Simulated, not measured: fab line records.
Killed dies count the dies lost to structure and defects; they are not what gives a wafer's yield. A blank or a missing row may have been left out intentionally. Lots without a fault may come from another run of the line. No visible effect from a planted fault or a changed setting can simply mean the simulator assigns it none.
fab line records | flow n5_finfet
[record] lots = 4 wafers = 10 last_day = 16
route steps=1938 shown ILD0@335 SDB@347 BEOL_M4@1111 PASSIVATION@1936
lots that met no fault: taken from a fault-free run of the same line
start_h: hours from the record's opening day to when the first of the lot's shown wafers began | wait_h: time in hours since the lot's previous step | " as in the row above | L1.1+2: a row that stands for several wafers | - value missing, or start not given | * or withheld: withheld | < > ~ a bound
route shown NAME@n: names a module that has steps shown in the file, with the first one's number in the route | usual: mean/standard deviation of fault-free wafers | same: alike in all rows | chamber/n: place in a boat | sites: the reading at each site | _std_site: standard deviation of those values | _edge_site: outer sites' mean less inner sites' | radius_mm: how far each site lies from the wafer's centre | mask NAME#n: copy n | behind: tool/chamber where the wafer was last shaped | hold: cause of the lot's hold/its duration in hours/its outcome | device: the n, p or np transistor that did not switch | end of line: the tests these same wafers got at the end of their route | where a step has no rows: the recipe by itself | killed: dies that structure and defects cost at the first sort, which is not the same as the wafer's yield | map: per-die view of a wafer (x killed, . not killed, _ where there is no die)
set.NAME: the run value of the setting; set.NAME@STEP: its run value at that earlier step | model.NAME: the simulator's own value behind a step, which no gauge read
lots at some steps of the route; a table a step, a row a wafer
services: when a tool's chamber went out of use (start_h, in hours from the record's first day, below 0 if earlier), for how many hours, and the reason
[[steps]]
[step N5_ILD0_LINER_00]
[recipe] material = SiNx target_thk_a = 40 temp_c = 400 ald_precursor_family = SiH2I2 ald_co_reactant = N2/H2-plasma pulse_time_s = 1 purge_time_s = 2 co_reactant_purge_time_s = 2 ald_cycles = 80 pressure_torr = 2
[step N5_ILD0_FCVD_FILL_01]
[recipe] material = SiO2_flowable target_thk_a = 2000 temp_c = 100 pressure_torr = 0.8 rf_w = 2000 time_s = 328.3
[step N5_ILD0_CURE_02]
[recipe] temp_c = 450 time_s = 1800 ambient = steam idle_temp_c = 400 ramp_up_c_per_min = 5 ramp_down_c_per_min = 3 densification_p_h2o_torr = 640
[step N5_ILD0_CMP_03]
[recipe] stop_on = SiNx t_overpolish_s = 1.9 post_cmp_clean = alkaline_brush down_force_psi = 4.1491 platen_rpm = 51.796 pad_velocity_m_s = 1.0306 target_thk_nm = 197.38
[step N5_ILD0_CMP_07]
[recipe] stop_on = poly-Si material = SiO2_flowable t_overpolish_s = 1.18 post_cmp_clean = alkaline_brush down_force_psi = 4.1491 platen_rpm = 51.796 pad_velocity_m_s = 1.0306 target_thk_nm = 138.88
[step N5_ILD0_PRECLEAN_10]
[recipe] chemistry = NF3:NH3 afs_cycles = 5 time_s = 20 temp_c = 30 sublimation_temp_c = 180 sublimation_time_s = 60 pressure_torr = 3 rf_power_w = 30
[step N5_ILD0_ALD_15]
[recipe] material = SiNx target_thk_a = 240 temp_c = 400 ald_precursor_family = SiH2I2 ald_co_reactant = N2/H2-plasma pulse_time_s = 1 ald_cycles = 480 purge_time_s = 2 co_reactant_purge_time_s = 2 pressure_torr = 2
[step N5_ILD0_CMP_12]
[recipe] stop_on = poly-Si material = SiNx t_overpolish_s = 6 post_cmp_clean = alkaline_brush down_force_psi = 2.5 platen_rpm = 51.8 pad_velocity_m_s = 1.0307 target_thk_nm = 17.67
[step N5_SDB_HM_DEP_00]
[recipe] material = SiNx target_thk_a = 400 temp_c = 400 precursor = SiH4/NH3/N2 pressure_torr = 1.5 rf_w = 300 time_s = 35.3
[usual] chamber_pressure_Torr = 1.500/0.0035 heater_power_w = 766/93 showerhead_plenum_p_Torr = 5.14/0.045 throttle_valve_pct = 40.8/2.5
// columns lot.wafer tool chamber start_h wait_h chamber_pressure_Torr heater_power_w showerhead_plenum_p_Torr throttle_valve_pct model.SiNx_of_SDB_HM_DEP_00.thk_nm
L694.3 pecvd-01 2 77.33 0.0 1.493 792 5.17 44.8 40.4
L694.5 " 2 " " 1.497 800 5.18 44.9 41.2
L694.6 " 0 " " 1.506 852 5.10 42.3 40.8
L706.3 pecvd-01 1 152.20 0.0 1.502 682 5.10 42.4 66.4
L706.4 " 0 " " 1.505 888 5.11 43.2 40.2
L707.3 pecvd-01 0 155.01 0.0 1.505 784 5.12 43.1 66.6
L707.4 " 0 " " 1.503 778 5.09 43.1 40.2
L710.1 pecvd-04 2 173.01 0.0 1.498 830 5.20 37.4 39.4
L710.4 " 2 " " 1.499 823 5.20 37.2 39.8
L710.6 " 0 " " 1.502 919 5.18 40.8 39.4
[step N5_SDB_COAT_03]
[recipe] resist = SOC temp_c = 250 time_s = 60 spin_rpm = 1500 resist_thk_nm = 100
[step N5_SDB_COAT_04]
[recipe] resist = SiARC temp_c = 220 time_s = 60 spin_rpm = 1500 resist_thk_nm = 18
[step N5_SDB_COAT_05]
[recipe] resist = CAR-ArF spin_rpm = 1500 resist_thk_nm = 90
[step N5_SDB_EBR_07]
[recipe] solvent = PGMEA ebr_width_mm = 1.5
[step N5_SDB_SOFTBAKE_06]
[recipe] temp_c = 110 time_s = 60 resist = CAR-ArF
[step N5_SDB_EXPOSE_08]
[recipe] mask_id = SDB na = 1.35 source_shape = conventional sigma_outer = 0.5 polarization = unpolarized dose_mj = 49.6
[step N5_SDB_PEB_09]
[recipe] peb_temp_c = withheld peb_time_s = 60 resist = CAR-ArF
[step N5_SDB_DEVELOP_10]
[recipe] develop_time_s = 30 developer = TMAH resist = CAR-ArF rinse_liquid = diw dry = air_spin dev_temp_c = 23
[step N5_SDB_DESCUM_16]
[recipe] chemistry = O2 time_s = 7.9 source_power_w = 50 bias_power_w = 20 pressure_mtorr = 20 rf_frequency_hz = 2.712e+07 temp_c = 40 resist = CAR-ArF o2_flow_sccm = 225
[step N5_SDB_ETCH_17]
[recipe] chemistry = CF4 target = SiARC target_depth_a = 234 mask_material = CAR-ArF time_s = 39 ion_energy_ev = 80 pressure_mtorr = 40 source_w = 545 bias_w = 36 Ar_flow_sccm = 100 cf4_flow_sccm = 100 ends = cleared
[step N5_SDB_ETCH_18]
[recipe] chemistry = N2/H2 target = SOC target_depth_a = 1000 overetch_a = 200 mask_material = SiARC temp_c = 40 time_s = 150 ion_energy_ev = 200 pressure_mtorr = 30 source_w = 840 bias_w = 150 n2_flow_sccm = 200 h2_flow_sccm = 200
[step N5_SDB_STRIP_19]
[recipe] chemistry = N2/H2 temp_c = 40 n2_flow_sccm = 200 h2_flow_sccm = 200 rf_frequency_hz = 6e+07
[step N5_SDB_STRIP_21]
[recipe] chemistry = CF4 resist = SiARC power_w = 300 bias_power_w = 75 pressure_mtorr = 50 cf4_flow_sccm = 150 rf_frequency_hz = 6e+07
[step N5_SDB_HM_OPEN_20]
[recipe] chemistry = CH3F/O2 target = SiNx mask_material = SOC target_depth_a = 240 stop_on = poly-Si over_etch_frac = 0.4 ion_energy_ev = 120 pressure_mtorr = 30 source_w = 395 bias_w = 73 Ar_flow_sccm = 150 CH3F_flow_sccm = 30 O2_flow_sccm = 20
[usual] drypump_motor_current_A = 5.8/0.33 oes_product_au = 0.65/0.075 rf_vpp_V = 297.4/2.7 showerhead_plenum_p_Torr = 1.96/0.045 throttle_valve_pct = 16.39/0.24
// columns lot.wafer tool chamber start_h wait_h drypump_motor_current_A oes_product_au rf_hours_counter_h rf_vpp_V showerhead_plenum_p_Torr throttle_valve_pct model.etch.depth_nm
L694.3 rie_diel-06 1 77.97 0.0 5.9 0.64 130 298.8 2.00 16.44 24.36
L694.5 " 1 " " 5.9 0.65 - 299.1 2.00 16.43 25.25
L694.6 " 2 " " 5.9 0.59 - 296.0 1.97 16.28 24.9
L706.3 rie_diel-06 2 152.96 0.0 5.9 1.00 2 294.4 1.97 15.89 33.81
L706.4 " 2 " " 5.9 0.82 - 297.4 1.97 15.86 24.25
L707.3 rie_diel-06 0 155.89 0.0 5.8 0.96 11 298.4 1.96 16.18 34.12
L707.4 " 0 " " 5.8 0.78 - 299.5 1.96 16.15 24.15
L710.1 rie_diel-05 0 173.98 0.0 5.6 0.69 59 295.7 1.94 16.17 23.35
L710.4 " 3 " " 5.7 0.58 219 293.2 1.98 16.44 23.85
L710.6 " 0 " " 5.6 0.68 - 296.0 1.94 16.16 23.37
[step N5_SDB_STRIP_22]
[recipe] chemistry = N2/H2 power_w = 1000 temp_c = 250 h2_frac = 0.65 overash_fraction = 0.3 pressure_mtorr = withheld n2_flow_sccm = 1750 h2_flow_sccm = 3250
[step N5_SDB_PRECLEAN_23]
[recipe] chemistry = dHF time_s = 30 temp_c = 25 dilution = withheld
[step N5_SDB_DUMMY_REMOVE_24]
[recipe] chemistry = TMAH temp_c = 70 target = poly-Si stop_on = SiO2 target_depth_nm = 142 conc_wt_pct = 5 time_s = 57 dry = ipa_marangoni rinse_time_s = 30 rinse_temp_c = 23
[step N5_SDB_ETCH_25]
[recipe] chemistry = C4F6/O2 target = SiO2 target_depth_a = 100 time_s = 3.3 ion_energy_ev = 250 mask_material = SiNx pressure_mtorr = 30 source_w = 345 bias_w = 185 Ar_flow_sccm = 300 C4F6_flow_sccm = 10 O2_flow_sccm = 10
[step N5_SDB_CUT_ETCH_26]
[recipe] chemistry = HBr/Cl2/O2 target = Si target_depth_a = 1296 bt_time_s = 20 mask_material = SiNx time_s = 51.8 ion_energy_ev = * bias_w = * pressure_mtorr = 10 icp_w = 800 HBr_flow_sccm = 150 Cl2_flow_sccm = 80 O2_flow_sccm = 12
[step N5_SDB_PRECLEAN_38]
[recipe] chemistry = dHF time_s = 10 dilution = 750:1 temp_c = 25
[usual] bath_heat_duty_pct = 6.0/0.71
// columns lot.wafer tool chamber start_h wait_h bath_heat_duty_pct model.SiNx_of_SDB_HM_DEP_00.thk_nm
L694.3 wet_bench-03 6 78.87 0.1 6.1 22.4
L694.5 " 7 " " 6.8 23.2
L694.6 " 3 " " 5.7 22.8
L706.3 wet_bench-01 6 153.47 0.1 7.5 48.2
L706.4 " 4 " " 5.0 22.4
L707.3 wet_bench-03 4 156.39 0.1 6.0 48.6
L707.4 " 5 " " 5.0 22.4
L710.1 wet_bench-05 2 174.49 0.1 6.0 21
L710.4 " 5 " " 6.9 22.2
L710.6 " 1 " " 7.2 21.6
[step N5_SDB_PRECLEAN_39]
[recipe] chemistry = O3/DIW time_s = 45 temp_c = 22 o3_ppm = 10
[step N5_SDB_SRD_28]
[recipe] dry = ipa_marangoni time_s = 30 temp_c = 23 rinse_liquid = diw
[step N5_SDB_ALD_29]
[recipe] material = SiNx target_thk_a = 300 temp_c = 400 ald_precursor_family = SiH2I2 ald_co_reactant = N2/H2-plasma pulse_time_s = 1 ald_cycles = 600 purge_time_s = 2 co_reactant_purge_time_s = 2 pressure_torr = 2
[step N5_SDB_CMP_30]
[recipe] stop_on = poly-Si t_overpolish_s = 1.54 post_cmp_clean = alkaline_brush down_force_psi = 4.1491 platen_rpm = 51.796 pad_velocity_m_s = 1.0306 target_thk_nm = 30
[usual] edge_zone_pressure_frac = 1.000/0.005 motor_current_A = 12.6/0.89 retaining_ring_pressure_frac = 0.999/0.0044 time_to_endpoint_s = 17.4/1.7
// columns lot.wafer tool chamber start_h wait_h edge_zone_pressure_frac motor_current_A retaining_ring_pressure_frac time_to_endpoint_s
L694.3 cmp-04 3 81.79 1.5 1.003 13.1 0.995 19.8
L694.5 " 0 " " 1.004 12.8 1.000 16.2
L694.6 " 1 " " 0.999 12.1 0.999 19.4
L706.3 cmp-04 1 156.70 1.4 0.998 12.4 0.992 24.8
L706.4 " 2 " " 1.000 11.6 1.004 14.2
L707.3 cmp-04 0 159.56 1.5 0.991 12.4 1.001 24.7
L707.4 " 2 " " 0.993 12.1 1.002 16.6
L710.1 cmp-03 2 177.33 1.4 1.004 12.5 1.003 18.7
L710.4 " 0 " " 0.996 12.4 1.003 19.6
L710.6 " 2 " " 0.997 12.9 0.995 18.4
[step N5_BEOL_M4_RC_MEAS_101]
[usual] DIBL_N = 36.4/1.3 DIBL_P = 36.5/1.7 IOFF_N = 0.154/0.022 IOFF_P = 0.202/0.025 ION_N = 671/9.8 ION_P = 460/6.8 SS_N = 71.6/0.54 SS_P = 73.4/0.58 VT_N = 250.9/2.8 VT_P = -251.4/2.7
// columns lot.wafer tool chamber start_h wait_h DIBL_N[mV/V] DIBL_P[mV/V] IOFF_N[nA/um] IOFF_P[nA/um] ION_N[uA/um] ION_P[uA/um] SS_N[mV/dec] SS_P[mV/dec] VT_N[mV] VT_P[mV]
L694.3 prober-02 0 175.91 0.3 38.6 38.6 0.195 0.227 683 461 72.3 74.1 248.4 -252.8
L694.5 " 0 " " 36.7 36.6 0.159 0.193 674 454 71.5 73.1 252.6 -253.6
L694.6 " 0 " " 35.7 35.6 0.140 0.183 666 453 71.4 73.6 252.6 -255.7
L707.4 prober-01 0 261.70 0.5 36.5 35.6 0.162 0.218 676 462 71.5 72.8 249.8 -249.8
L706.4 prober-02 0 261.88 0.5 36.6 37.2 0.176 0.216 679 461 72.1 73.8 249.0 -251.8
L710.1 prober-02 0 270.44 0.0 36.4 36.4 0.150 0.220 665 464 72.0 72.8 249.2 -249.8
L710.4 " 0 " " 36.1 35.2 0.142 0.202 663 459 71.1 72.6 252.9 -249.2
L710.6 " 0 " " 36.9 36.9 0.161 0.217 667 459 72.2 73.0 251.3 -248.2
[step N5_PASSIVATION_PROBE_49]
[usual] defect_limited_yield = 91.1/1.3 killed_at_M0_to_M3 = 34/10 killed_at_M4_up = 14/5.7 killed_at_contacts = 12/5.9 killed_at_front_end = 41/12 killed_at_other = 4/3.1 killed_dies = 105/15 killed_on_rim = 14/4.2 killed_open = 69/11 killed_short = 35/7.8 sort_bin_5_function = 5.3/0.81 sort_bin_6_memory = 3.3/0.75 sort_n_pass = 1075/15 sort_yield_pct = 91.1/1.3
[same] gross_dies = 1180 killed_at_back_side = 0 sort_bin_4_leakage[%] = 0 sort_bin_8_speed[%] = 0
// columns lot.wafer tool chamber start_h wait_h defect_limited_yield[%] killed_at_M0_to_M3 killed_at_M4_up killed_at_contacts killed_at_front_end killed_at_other killed_dies killed_on_rim killed_open killed_short sort_bin_5_function[%] sort_bin_6_memory[%] sort_n_pass sort_yield_pct[%]
L694.3 prober-02 - 275.56 0.1 93.5 14 15 8 38 2 77 10 59 17 3.4 3.0 1103 93.5
L694.5 prober-02 - 275.66 0.2 91.9 25 18 15 34 3 95 7 66 29 5.3 2.5 1085 91.9
L694.6 prober-02 - 275.71 0.3 91.4 40 11 7 43 0 101 17 65 33 5.4 2.7 1079 91.4
L706.3 prober-01 - 364.27 0.1 0 19 23 15 1120 3 1180 152 64 40 96.4 3.3 0 0
L706.4 prober-01 - 364.32 0.2 90.3 25 20 15 54 1 115 15 69 45 5.8 3.3 1065 90.3
L707.3 prober-02 - 368.59 0.5 0 29 14 8 1127 2 1180 152 53 27 97.4 2.5 0 0
L710.1 prober-01 - 374.46 0.0 91.8 38 11 12 33 3 97 18 67 29 4.6 3.6 1083 91.8
L710.4 prober-01 - 374.61 0.2 90.1 58 17 8 33 1 117 16 73 42 6.3 3.6 1063 90.1
L710.6 prober-01 - 374.71 0.3 91.9 29 5 2 59 1 96 9 49 45 5.1 2.6 1084 91.9
// killed by level:class
L694.3 STI_FIN_REVEAL:geometric_particle:open=10 BEOL_M4:geometric_particle:open=9 FIN_SAQP:geometric_particle:open=8 MOL_CONTACT_COAG:geometric_particle:open=8 FIN_SAQP:geometric_particle:short=7 BEOL_M2:geometric_particle:open=4 DUMMY_GATE:geometric_particle:open=3 BEOL_M3:geometric_particle:open=3
L694.5 MOL_CONTACT_COAG:geometric_particle:open=11 STI_FIN_REVEAL:geometric_particle:open=9 BEOL_M1:geometric_particle:open=9 BEOL_M4:geometric_particle:open=8 FIN_SAQP:geometric_particle:short=6 GATE_CUT:geometric_particle:open=5 BEOL_M0_SAQP:geometric_particle:short=5 MOL_CONTACT_COAG:geometric_particle:short=4
L694.6 STI_FIN_REVEAL:geometric_particle:open=16 BEOL_M0_SAQP:geometric_particle:short=9 BEOL_M3:geometric_particle:open=7 STI_FIN_REVEAL:geometric_particle:short=7 BEOL_M1:geometric_particle:open=7 BEOL_M2:geometric_particle:open=7 FIN_SAQP:geometric_particle:open=5 MOL_CONTACT_COAG:geometric_particle:open=5
L706.3 SDB:area_open=1075 STI_FIN_REVEAL:geometric_particle:open=12 MOL_CONTACT_COAG:geometric_particle:open=12 BEOL_M4:geometric_particle:open=10 GATE_CUT:geometric_particle:short=7 ILD0:geometric_particle:short=6 ILD0:geometric_particle:open=4 BEOL_M1:geometric_particle:open=4
L706.4 MOL_CONTACT_COAG:geometric_particle:open=12 BEOL_M0_SAQP:geometric_particle:open=10 ILD0:geometric_particle:short=8 BEOL_M4:geometric_particle:open=8 STI_FIN_REVEAL:geometric_particle:open=7 GATE_CUT:geometric_particle:short=6 GATE_CUT:geometric_particle:open=6 FIN_SAQP:geometric_particle:open=5
L707.3 SDB:area_open=1100 BEOL_M1:geometric_particle:open=9 BEOL_M4:geometric_particle:open=9 FIN_SAQP:geometric_particle:open=7 MOL_CONTACT_COAG:geometric_particle:open=7 BEOL_M0_SAQP:geometric_particle:short=7 GATE_CUT:geometric_particle:short=5 ILD0:geometric_particle:short=5
L710.1 BEOL_M3:geometric_particle:open=18 FIN_SAQP:geometric_particle:short=11 MOL_CONTACT_COAG:geometric_particle:open=9 FIN_SAQP:geometric_particle:open=8 BEOL_M0_SAQP:geometric_particle:open=8 DUMMY_GATE:geometric_particle:open=4 BEOL_M4:geometric_particle:open=4 ILD0:geometric_particle:short=3
L710.4 BEOL_M0_SAQP:geometric_particle:short=17 BEOL_M1:geometric_particle:open=11 BEOL_M0_SAQP:geometric_particle:open=10 FIN_SAQP:geometric_particle:short=8 BEOL_M3:geometric_particle:open=8 MOL_CONTACT_COAG:geometric_particle:open=6 BEOL_M8:geometric_particle:open=6 FIN_SAQP:geometric_particle:open=5
L710.6 FIN_SAQP:geometric_particle:short=17 GATE_CUT:geometric_particle:short=10 FIN_SAQP:geometric_particle:open=8 BEOL_M0_SAQP:geometric_particle:short=6 STI_FIN_REVEAL:geometric_particle:open=5 BEOL_M0_SAQP:geometric_particle:open=5 BEOL_M1:geometric_particle:open=5 BEOL_M3:geometric_particle:open=5
// map L706.3 (x killed, . not)
_________________xxxxxxxxxxxx________________
______________xxxxxxxxxxxxxxxxxx_____________
___________xxxxxxxxxxxxxxxxxxxxxxxx__________
__________xxxxxxxxxxxxxxxxxxxxxxxxxx_________
________xxxxxxxxxxxxxxxxxxxxxxxxxxxxxx_______
_______xxxxxxxxxxxxxxxxxxxxxxxxxxxxxxxx______
______xxxxxxxxxxxxxxxxxxxxxxxxxxxxxxxxxx_____
_____xxxxxxxxxxxxxxxxxxxxxxxxxxxxxxxxxxxx____
____xxxxxxxxxxxxxxxxxxxxxxxxxxxxxxxxxxxxxx___
___xxxxxxxxxxxxxxxxxxxxxxxxxxxxxxxxxxxxxxxx__
___xxxxxxxxxxxxxxxxxxxxxxxxxxxxxxxxxxxxxxxx__
__xxxxxxxxxxxxxxxxxxxxxxxxxxxxxxxxxxxxxxxxxx_
__xxxxxxxxxxxxxxxxxxxxxxxxxxxxxxxxxxxxxxxxxx_
_xxxxxxxxxxxxxxxxxxxxxxxxxxxxxxxxxxxxxxxxxxxx
_xxxxxxxxxxxxxxxxxxxxxxxxxxxxxxxxxxxxxxxxxxxx
_xxxxxxxxxxxxxxxxxxxxxxxxxxxxxxxxxxxxxxxxxxxx
_xxxxxxxxxxxxxxxxxxxxxxxxxxxxxxxxxxxxxxxxxxxx
_xxxxxxxxxxxxxxxxxxxxxxxxxxxxxxxxxxxxxxxxxxxx
_xxxxxxxxxxxxxxxxxxxxxxxxxxxxxxxxxxxxxxxxxxxx
_xxxxxxxxxxxxxxxxxxxxxxxxxxxxxxxxxxxxxxxxxxxx
_xxxxxxxxxxxxxxxxxxxxxxxxxxxxxxxxxxxxxxxxxxxx
__xxxxxxxxxxxxxxxxxxxxxxxxxxxxxxxxxxxxxxxxxx_
__xxxxxxxxxxxxxxxxxxxxxxxxxxxxxxxxxxxxxxxxxx_
___xxxxxxxxxxxxxxxxxxxxxxxxxxxxxxxxxxxxxxxx__
___xxxxxxxxxxxxxxxxxxxxxxxxxxxxxxxxxxxxxxxx__
____xxxxxxxxxxxxxxxxxxxxxxxxxxxxxxxxxxxxxx___
_____xxxxxxxxxxxxxxxxxxxxxxxxxxxxxxxxxxxx____
______xxxxxxxxxxxxxxxxxxxxxxxxxxxxxxxxxx_____
_______xxxxxxxxxxxxxxxxxxxxxxxxxxxxxxxx______
________xxxxxxxxxxxxxxxxxxxxxxxxxxxxxx_______
__________xxxxxxxxxxxxxxxxxxxxxxxxxx_________
___________xxxxxxxxxxxxxxxxxxxxxxxx__________
______________xxxxxxxxxxxxxxxxxx_____________
_________________xxxxxxxxxxxx________________
// map L707.3 (x killed, . not)
_________________xxxxxxxxxxxx________________
______________xxxxxxxxxxxxxxxxxx_____________
___________xxxxxxxxxxxxxxxxxxxxxxxx__________
__________xxxxxxxxxxxxxxxxxxxxxxxxxx_________
________xxxxxxxxxxxxxxxxxxxxxxxxxxxxxx_______
_______xxxxxxxxxxxxxxxxxxxxxxxxxxxxxxxx______
______xxxxxxxxxxxxxxxxxxxxxxxxxxxxxxxxxx_____
_____xxxxxxxxxxxxxxxxxxxxxxxxxxxxxxxxxxxx____
____xxxxxxxxxxxxxxxxxxxxxxxxxxxxxxxxxxxxxx___
___xxxxxxxxxxxxxxxxxxxxxxxxxxxxxxxxxxxxxxxx__
___xxxxxxxxxxxxxxxxxxxxxxxxxxxxxxxxxxxxxxxx__
__xxxxxxxxxxxxxxxxxxxxxxxxxxxxxxxxxxxxxxxxxx_
__xxxxxxxxxxxxxxxxxxxxxxxxxxxxxxxxxxxxxxxxxx_
_xxxxxxxxxxxxxxxxxxxxxxxxxxxxxxxxxxxxxxxxxxxx
_xxxxxxxxxxxxxxxxxxxxxxxxxxxxxxxxxxxxxxxxxxxx
_xxxxxxxxxxxxxxxxxxxxxxxxxxxxxxxxxxxxxxxxxxxx
_xxxxxxxxxxxxxxxxxxxxxxxxxxxxxxxxxxxxxxxxxxxx
_xxxxxxxxxxxxxxxxxxxxxxxxxxxxxxxxxxxxxxxxxxxx
_xxxxxxxxxxxxxxxxxxxxxxxxxxxxxxxxxxxxxxxxxxxx
_xxxxxxxxxxxxxxxxxxxxxxxxxxxxxxxxxxxxxxxxxxxx
_xxxxxxxxxxxxxxxxxxxxxxxxxxxxxxxxxxxxxxxxxxxx
__xxxxxxxxxxxxxxxxxxxxxxxxxxxxxxxxxxxxxxxxxx_
__xxxxxxxxxxxxxxxxxxxxxxxxxxxxxxxxxxxxxxxxxx_
___xxxxxxxxxxxxxxxxxxxxxxxxxxxxxxxxxxxxxxxx__
___xxxxxxxxxxxxxxxxxxxxxxxxxxxxxxxxxxxxxxxx__
____xxxxxxxxxxxxxxxxxxxxxxxxxxxxxxxxxxxxxx___
_____xxxxxxxxxxxxxxxxxxxxxxxxxxxxxxxxxxxx____
______xxxxxxxxxxxxxxxxxxxxxxxxxxxxxxxxxx_____
_______xxxxxxxxxxxxxxxxxxxxxxxxxxxxxxxx______
________xxxxxxxxxxxxxxxxxxxxxxxxxxxxxx_______
__________xxxxxxxxxxxxxxxxxxxxxxxxxx_________
___________xxxxxxxxxxxxxxxxxxxxxxxx__________
______________xxxxxxxxxxxxxxxxxx_____________
_________________xxxxxxxxxxxx________________
[[services]]
// columns tool chamber start_h hours kind
cmp-04 - 64.51 0.4 repair
rie_diel-05 0 67.15 3.7 repair
cmp-04 - 82.26 5.0 pm
rie_diel-06 0 102.20 - clean
rie_diel-06 0 102.20 - consumable_replace:focus_ring
rie_diel-06 0 102.20 26.8 scheduled_down
rie_diel-06 0 102.20 26.8 vent_cycle
pecvd-04 - 110.67 40.2 repair
rie_diel-05 1 112.02 - clean
rie_diel-05 1 112.02 - consumable_replace:focus_ring
rie_diel-05 1 112.02 15.9 scheduled_down
rie_diel-05 1 112.02 15.9 vent_cycle
rie_diel-05 3 117.14 1.4 repair
cmp-03 - 124.34 7.2 pm
wet_bench-03 - 127.29 1.1 repair
rie_diel-06 2 129.03 - clean
rie_diel-06 2 129.03 - consumable_replace:focus_ring
rie_diel-06 2 129.03 18.5 scheduled_down
rie_diel-06 2 129.03 18.5 vent_cycle
pecvd-01 - 137.43 2.8 pm
wet_bench-05 - 148.14 1.9 pm
wet_bench-01 - 148.17 3.1 repair
rie_diel-05 0 158.30 8.1 repair
wet_bench-05 - 165.64 5.0 repair
[[key]]
[first_sign] step = N5_SDB_HM_OPEN_20 reading = oes_product_au direction = up sigmas = 4.5 usual = 0.65 struck = 0.98
[effect] step = N5_SDB_CMP_30 reading = time_to_endpoint_s direction = up sigmas = 4.3 usual = * struck = *
[effect] step = N5_PASSIVATION_PROBE_49 reading = sort_bin_5_function direction = up sigmas = 99+ usual = 5.3 struck = 96.9
[model_effect] step = N5_SDB_HM_DEP_00 value = SiNx_of_SDB_HM_DEP_00.thk_nm without = 39.7 struck = 66.5
[model_effect] step = N5_SDB_HM_OPEN_20 value = etch.depth_nm without = 23.63 struck = 33.97
[model_effect] step = N5_SDB_PRECLEAN_38 value = SiNx_of_SDB_HM_DEP_00.thk_nm without = 21.6 struck = 48.4
[more_kills_born_at] N5_SDB_HM_OPEN_20@rie_diel-06 = 2175
met_at N5_SDB_HM_DEP_00
struck_wafers L706.3,L707.3
later_rows_left_out L706.3,L707.3
onset_between 77.33 152.20
[fault] kind = process_parameter_drift tool = pecvd-01 chamber = - onset_h = 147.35 steps = N5_SDB_HM_DEP_00 channel = time_s offset = * shape = step end_h = 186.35 scope = struck_wafers_only acts_in = * stated = *
// later_rows_left_out: the simulator's readings of these wafers behind a module that went badly wrong aren't trusted and aren't shown, but for the sort
